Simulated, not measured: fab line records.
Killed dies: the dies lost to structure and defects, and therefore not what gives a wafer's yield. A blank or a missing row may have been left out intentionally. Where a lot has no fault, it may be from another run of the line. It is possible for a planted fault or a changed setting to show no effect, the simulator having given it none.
Which tool was responsible? -- flow n5-finfet -- 34 wafers from 12 lots sampled at 4 of the route's 1938 steps

== WHAT THE GAUGES SHOWED, per wafer ==
N5_HKMG_FIN_OVL_MEAS_13.
lot,measured,on,NWFM_OVL (nm)
L432,day 4 03:55,overlay-02,0.8 0.0 1.5
L433,day 4 08:05,overlay-02,-0.1 0.5 0.4
L434,day 4 14:42,overlay-02,-0.5 -1.2 -1.0
L436,day 5 01:47,overlay-01,0.6 0.6 0.1
L444,day 7 07:14,overlay-01,0.6 1.0 0.9
L445,day 7 12:46,overlay-01,1.0 0.3 -0.9
L447,day 7 20:51,overlay-01,0.0 -0.2 -0.5
L449,day 8 07:01,overlay-01,-0.1 0.9 0.1
L451,day 8 23:46,overlay-02,1.7 1.4
L452,day 9 04:27,overlay-02,-0.7 -0.5 -0.5
L455,day 9 23:16,overlay-01,-0.1 0.6 1.2
L454,day 10 00:01,overlay-01,0.6 1.7

N5_HKMG_FIN_INSPECT_14: inspects for defects (macro).
lot,measured,on,raw-defect-count
L432,day 4 03:56,defect-inspect-01,1 3 1
L433,day 4 08:07,defect-inspect-01,0 1 3
L434,day 4 14:43,defect-inspect-02,2 3 1
L436,day 5 01:49,defect-inspect-01,2 2 2
L444,day 7 07:15,defect-inspect-01,>300 >300 >300
L445,day 7 12:48,defect-inspect-01,>300 >300 >300
L447,day 7 20:53,defect-inspect-01,1 1 4
L449,day 8 07:02,defect-inspect-01,3 2 3
L451,day 8 23:48,defect-inspect-01,3 4
L452,day 9 04:28,defect-inspect-01,0 3 1
L455,day 9 23:17,defect-inspect-01,5 1 2
L454,day 10 00:02,defect-inspect-02,3 3

== WHICH TOOL RAN EACH LOT (tool, then ch and the chambers of the sampled wafers, then the start) ==
lot,N5_HKMG_FIN_STRIP_57,N5_HKMG_FIN_WET_ETCH_76
L432,"rie-diel-01 ch 0,2, day 4 00:53","wet-bench-05 ch 0,3,4, day 4 01:24"
L433,"rie-diel-01 ch 1,2,3, day 4 05:03","wet-bench-06 ch 1,5,7, day 4 05:34"
L434,"rie-diel-05 ch 1,2,3, day 4 11:43","wet-bench-01 ch 2,3,7, day 4 12:14"
L436,"rie-diel-05 ch 0,1,3, day 4 22:45","wet-bench-01 ch 2,4,7, day 4 23:17"
L444,"rie-diel-05 ch 1,2, day 7 03:59","wet-bench-06 ch 5,6,7, day 7 04:31"
L445,"rie-diel-01 ch 0,1,3, day 7 09:44","wet-bench-06 ch 1,5,7, day 7 10:16"
L447,"rie-diel-06 ch 1,2,3, day 7 17:57","wet-bench-05 ch 0,1,5, day 7 18:28"
L449,"rie-diel-01 ch 0,1,2, day 8 03:58","wet-bench-01 ch 0,2,6, day 8 04:30"
L451,"rie-diel-01 ch 1,3, day 8 20:27","wet-bench-01 ch 2,6, day 8 20:59"
L452,"rie-diel-06 ch 0,1,3, day 9 01:07","wet-bench-05 ch 1,3,7, day 9 01:38"
L455,"rie-diel-06 ch 2,3, day 9 20:20","wet-bench-01 ch 0,1,2, day 9 20:52"
L454,"rie-diel-01 ch 1,2, day 9 21:02","wet-bench-01 ch 0,7, day 9 21:34"
- N5_HKMG_FIN_STRIP_57: strips in CF4.
- N5_HKMG_FIN_WET_ETCH_76: etches Al2O3 in dNH4OH, stops on La2O3, target depth 2.25 nm, rinse time 30 s.

== WHAT THE TOOLS THEMSELVES READ (means of the sampled wafers that have a number; where no wafer has one, the mark that the record gives instead) ==
N5_HKMG_FIN_STRIP_57.
lot,tool,cf4-flow-sccm (sccm),drypump-motor-current-A (A),oes-product-au (a.u.),rf-vpp-V (V),showerhead-plenum-p-Torr (Torr),throttle-valve-pct (%)
L432,rie-diel-01,150.4,5.2,0.83,272.3,1.83,13.43
L433,rie-diel-01,150.3,5.5,0.75,271.5,1.83,13.63
L434,rie-diel-05,150.1,6.0,0.87,271.1,1.79,13.56
L436,rie-diel-05,149.9,6.0,0.83,271.7,1.80,13.43
L444,rie-diel-05,150.3,5.8,0.89,270.6,1.75,13.50
L445,rie-diel-01,149.7,5.7,0.79,271.3,1.83,13.60
L447,rie-diel-06,149.9,5.5,0.76,271.5,1.82,13.64
L449,rie-diel-01,150.4,5.5,0.86,271.5,1.82,13.37
L451,rie-diel-01,149.6,5.8,0.75,272.1,1.83,13.73
L452,rie-diel-06,150.0,5.5,0.80,271.6,1.79,13.63
L455,rie-diel-06,149.4,5.2,0.87,272.9,1.87,13.37
L454,rie-diel-01,150.2,5.5,0.85,271.0,1.81,13.38

== THE ANSWER, worked out from the rows above alone ==
Rule: what is usual is taken from the lots themselves. Put in order of their means at a reading, lots are off if they are a third of the lots or fewer, leave a main group of 4 or more, and stand apart from it by a gap of 3 or more times the standard deviation of the main group's means; of several such gaps the widest counts. If all means in a main group match to the digits the tables above print for the reading, that group is not used. A lot without any number at a reading at which 4 lots or more have one is off too. Where the step has rows for the other lots, those lots are counted as sound. Order of review: gauges by route order, followed by the tools' own readings, for which a lot's mean as printed above is used. At the first step where some lot is off, the reading lying furthest off is the one used; lots without a number count as furthest.
Off: L444, L445, at N5_HKMG_FIN_INSPECT_14 (raw-defect-count). Without a number there: L444, L445. Main group: mean 2.2, sd 0.68.
If a tool, at a process step before that reading, ran all the lots that are off and no sound lot after the first of them, it fits. Gauges at N5_HKMG_FIN_INSPECT_14: tried the same way as those tools. One candidate fits, namely wet-bench-06 at N5_HKMG_FIN_WET_ETCH_76. A fault onset in the window from L433 (day 4 05:34, its last sound lot) to L444 (day 7 04:31, its first lot off) fits.

== WHAT THE SIMULATOR HAD PUT IN ==
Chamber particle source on wet-bench-06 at N5_HKMG_FIN_WET_ETCH_76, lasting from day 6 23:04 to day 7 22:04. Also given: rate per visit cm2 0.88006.
Shown lots that were struck: L444, L445. Same finding as the rule above.
